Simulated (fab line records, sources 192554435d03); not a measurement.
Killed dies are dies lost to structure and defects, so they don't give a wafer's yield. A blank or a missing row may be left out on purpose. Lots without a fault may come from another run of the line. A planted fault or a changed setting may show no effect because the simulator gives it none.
Chamber matching | flow n5_finfet | N5_BEOL_M3_ETCH_74 on rie_diel-02: 4 sister chambers
The step etches underlayer in N2/H2, target depth 6.5 nm, time 5.2 s. 24 wafers are shown with their chamber, then 12 later ones without.

WAFERS WITH THEIR CHAMBER
wafer  | chamber | showerhead_plenum_p_Torr (Torr) | throttle_valve_pct (%) | drypump_motor_current_A (A)
L075.1 | 3       | 2.47                            | 18.12                  | 5.8
L075.2 | 2       | 2.64                            | 17.83                  | 6.1
L075.3 | 1       | 2.59                            | 17.62                  | 6.4
L075.4 | 0       | 2.49                            | 17.65                  | 5.6
L075.5 | 3       | 2.47                            | 18.14                  | 5.8
L075.6 | 2       | 2.64                            | 17.82                  | 6.0
L081.2 | 3       | 2.47                            | 18.14                  | 5.8
L081.5 | 1       | 2.59                            | 17.67                  | 6.2
L081.6 | 0       | 2.49                            | 17.65                  | 5.6
L082.2 | 2       | 2.63                            | 17.81                  | 6.1
L082.3 | 1       | 2.59                            | 17.67                  | 6.4
L082.5 | 2       | 2.63                            | 17.85                  | 6.1
L083.3 | 1       | 2.59                            | 17.65                  | 6.4
L083.4 | 3       | 2.47                            | 18.17                  | 5.8
L083.5 | 1       | 2.59                            | 17.69                  | 6.4
L084.1 | 0       | 2.49                            | 17.67                  | 5.6
L084.2 | 3       | 2.47                            | 18.15                  | 5.8
L084.3 | 1       | 2.59                            | 17.67                  | 6.3
L084.4 | 2       | 2.63                            | 17.87                  | 6.0
L084.5 | 0       | 2.48                            | 17.65                  | 5.6
L084.6 | 1       | 2.59                            | 17.67                  | 6.3
L085.2 | 1       | 2.59                            | 17.66                  | 6.3
L085.3 | 0       | 2.48                            | 17.64                  | 5.6
L085.4 | 1       | 2.59                            | 17.65                  | 6.3

SIGNATURES (means of the wafers above)
reading                  | chamber 0 | chamber 1 | chamber 2 | chamber 3 | scatter within a chamber
showerhead_plenum_p_Torr | 2.4860    | 2.5900    | 2.6340    | 2.4700    | 0.00346
throttle_valve_pct       | 17.6520   | 17.6611   | 17.8360   | 18.1440   | 0.019
drypump_motor_current_A  | 5.600     | 6.333     | 6.060     | 5.800     | 0.051
Rule: a wafer's distance from a chamber is the root of the sum, over the readings, of the square of ((its reading less the chamber's mean) divided by the reading's scatter). The wafer belongs to the nearest chamber; if the next one is less than 2 further off, it can't be placed. The scatter: the root of (the sum of the squares of (reading less its chamber's mean) over the shown wafers, divided by (wafers less chambers)).

WAFERS WITHOUT THEIR CHAMBER
wafer  | showerhead_plenum_p_Torr (Torr) | throttle_valve_pct (%) | drypump_motor_current_A (A)
L093.3 | 2.62                            | 17.88                  | 6.0
L093.4 | 2.47                            | 17.69                  | 5.6
L093.5 | 2.45                            | 18.21                  | 5.8
L094.1 | 2.58                            | 17.70                  | 6.3
L094.2 | 2.45                            | 18.21                  | 5.8
L094.3 | 2.62                            | 17.89                  | 6.0
L097.1 | 2.62                            | 17.89                  | 6.0
L097.2 | 2.45                            | 18.21                  | 5.8
L097.5 | 2.45                            | 18.23                  | 5.8
L096.2 | 2.62                            | 17.91                  | 6.0
L096.3 | 2.58                            | 17.71                  | 6.3
L096.6 | 2.47                            | 17.69                  | 5.6

WHICH CHAMBER EACH WENT THROUGH
wafer  | from the rows above | in truth
L093.3 | 2                   | 2
L093.4 | 0                   | 0
L093.5 | 3                   | 3
L094.1 | 1                   | 1
L094.2 | 3                   | 3
L094.3 | 2                   | 2
L097.1 | 2                   | 2
L097.2 | 3                   | 3
L097.5 | 3                   | 3
L096.2 | 2                   | 2
L096.3 | 1                   | 1
L096.6 | 0                   | 0
Placed correctly: 12 of 12. Can't be placed from these rows: 0. Placed wrongly: 0.
